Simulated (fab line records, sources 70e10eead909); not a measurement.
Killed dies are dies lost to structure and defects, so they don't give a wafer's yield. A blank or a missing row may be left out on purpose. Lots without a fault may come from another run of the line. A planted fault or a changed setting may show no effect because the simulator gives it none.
Chamber matching | flow nand_harc | NHARC_A_STAIRCASE_DEP_417 on pecvd-02: 3 sister chambers
The step deposits Si3N4, target thk 60 nm. 6 wafers are shown with their chamber, then 10 later ones without.

WAFERS WITH THEIR CHAMBER
wafer  | chamber | heater_power_w (W) | susceptor_temp_C (C)
L084.5 | 0       | 680                | 399.61
L084.6 | 2       | 763                | 400.41
L086.1 | 2       | 793                | 399.88
L086.3 | 0       | 688                | 400.15
L088.1 | 1       | 752                | 399.67
L088.4 | 1       | 725                | 399.63

WAFERS WITHOUT THEIR CHAMBER
wafer  | heater_power_w (W) | susceptor_temp_C (C)
L088.6 | 586                | 400.05
L092.1 | 813                | 400.05
L092.4 | 695                | 400.14
L092.5 | 735                | 400.14
L094.1 | 595                | 400.00
L094.2 | 708                | 400.04
L094.3 | 742                | 400.34
L097.1 | 796                | 399.79
L097.5 | 796                | 399.83
L097.6 | 675                | 399.91

WHICH CHAMBER EACH WENT THROUGH
wafer  | from the rows above          | in truth
L088.6 | 0                            | 0
L092.1 | 2                            | 2
L092.4 | can't be placed: 0 or 1      | 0
L092.5 | can't be placed: 1 or 2 or 0 | 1
L094.1 | 0                            | 0
L094.2 | can't be placed: 0 or 1      | 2
L094.3 | can't be placed: 2 or 1 or 0 | 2
L097.1 | can't be placed: 2 or 1      | 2
L097.5 | can't be placed: 2 or 1      | 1
L097.6 | 0                            | 0
Placed correctly: 4 of 10. Can't be placed from these rows: 6 (the true chamber is among the candidates in 5). Placed wrongly: 0.
How it was worked out, from the rows above alone: a wafer's distance from a chamber is the root of the sum, over the readings, of the square of ((its reading less the chamber's mean) divided by the reading's scatter). The wafer belongs to the nearest chamber; if the next one is less than 2 further off, it can't be placed. A chamber's mean is the mean of its shown wafers. The scatter: the root of (the sum of the squares of (reading less its chamber's mean) over the shown wafers, divided by (wafers less chambers)).
